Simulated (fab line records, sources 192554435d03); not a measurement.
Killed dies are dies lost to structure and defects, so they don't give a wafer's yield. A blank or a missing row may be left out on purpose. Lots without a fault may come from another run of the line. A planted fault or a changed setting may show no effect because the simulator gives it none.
One fault seen from 2 desks | flow n5_finfet | each desk has only its own numbers; what lay behind them comes last

THE TOOL OWNER'S DESK: implanter-02
The tool's own readings at N5_WELL_APT_IMPLANT_32: means of the sampled wafers that have a number, for each lot that ran on this tool. A lot is out of limits, marked OUT, if its mean lies more than 4 standard deviations from the usual mean; the brackets give that distance.
Columns: A = beam_energy_keV at N5_WELL_APT_IMPLANT_32, usual 50.000; B = dose_ions_cm2 at N5_WELL_APT_IMPLANT_32, usual 2.0004e+13; C = faraday_current_uA at N5_WELL_APT_IMPLANT_32, usual 254
lot  | first seen here | A      | B                            | C
L508 | day 1 21:10     | 50.010 | 2.0007e+13                   | 252
L514 | day 3 09:24     | 50.008 | 2.3482e+13 (+99 or more) OUT | 294 (+8.6) OUT
L516 | day 3 21:22     | 50.000 | 2.3482e+13 (+99 or more) OUT | 298 (+9.3) OUT
L527 | day 6 15:29     | 49.976 | 1.9991e+13                   | 254
L528 | day 6 21:26     | 50.003 | 1.9978e+13                   | 251
This desk's finding: out of limits on L514, L516; first on L514, day 3 09:24 (dose_ions_cm2 at N5_WELL_APT_IMPLANT_32). In limits: L508, L527, L528.

THE METROLOGY DESK
What the gauges read, lot by lot, whatever tool the lot ran on: means of the sampled wafers that have a number. A lot is out of limits, marked OUT, if its mean lies more than 4 standard deviations from the usual mean; the brackets give that distance. Of its 12 readings 7 are shown: the one that was out of limits first, and those that lie furthest out on some lot.
Columns: A = cd_nm at N5_WELL_APT_CD_MEAS_08, usual 201.0 nm; B = CJ_N at N5_BEOL_M4_RC_MEAS_101, usual 4.35; C = DIBL_N at N5_BEOL_M4_RC_MEAS_101, usual 36.7 mV/V; D = DIBL_P at N5_BEOL_M4_RC_MEAS_101, usual 37.0 mV/V; E = ION_N at N5_BEOL_M4_RC_MEAS_101, usual 673 uA/um; F = ION_P at N5_BEOL_M4_RC_MEAS_101, usual 462 uA/um; G = VT_P at N5_BEOL_M4_RC_MEAS_101, usual -250 mV
lot  | first seen here | A     | B               | C    | D    | E   | F   | G
L508 | day 1 19:38     | 200.4 | 4.37            | 38.2 | 38.5 | 671 | 459 | -250
L514 | day 3 07:50     | 203.4 | 4.73 (+4.4) OUT | 35.5 | 36.5 | 670 | 466 | -248
L516 | day 3 19:44     | 200.5 | 4.62            | 36.1 | 36.3 | 673 | 474 | -243
L517 | day 4 01:49     | 201.0 | 4.22            | 35.6 | 36.2 | 655 | 453 | -252
L525 | day 6 01:41     | 199.3 | 4.30            | 36.8 | 34.0 | 675 | 462 | -249
L526 | day 6 07:41     | 198.1 | 4.34            | 38.9 | 38.1 | 678 | 461 | -251
L527 | day 6 14:00     | 198.6 | 4.41            | 34.8 | 33.7 | 675 | 460 | -251
L528 | day 6 19:49     | 201.5 | 4.32            | 38.2 | 36.8 | 680 | 468 | -248
L530 | day 7 07:34     | 202.6 | 4.26            | 36.4 | 35.8 | 674 | 458 | -253
This desk's finding: out of limits on L514; first on L514, day 10 08:27 (CJ_N at N5_BEOL_M4_RC_MEAS_101). In limits: L508, L516, L517, L525, L526, L527, L528, L530.

PUT TOGETHER
The tool owner's desk could have raised an alarm at day 3 09:24, on L514, L516.
The metrology desk could have raised an alarm at day 10 08:27, on L514.
The metrology desk has L516 on record, within its limits.
Of the lots named, all ran N5_WELL_APT_IMPLANT_32 on implanter-02.

WHAT THE SIMULATOR HAD PUT IN
Process parameter drift: implanter-02, from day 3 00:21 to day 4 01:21, at N5_WELL_APT_IMPLANT_32. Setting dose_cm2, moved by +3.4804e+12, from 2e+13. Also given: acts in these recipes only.
Lots struck among those shown: L514, L516.
Hours from the fault's start to each desk's first reading out of limits: the tool owner's desk, 9; the metrology desk, 176.
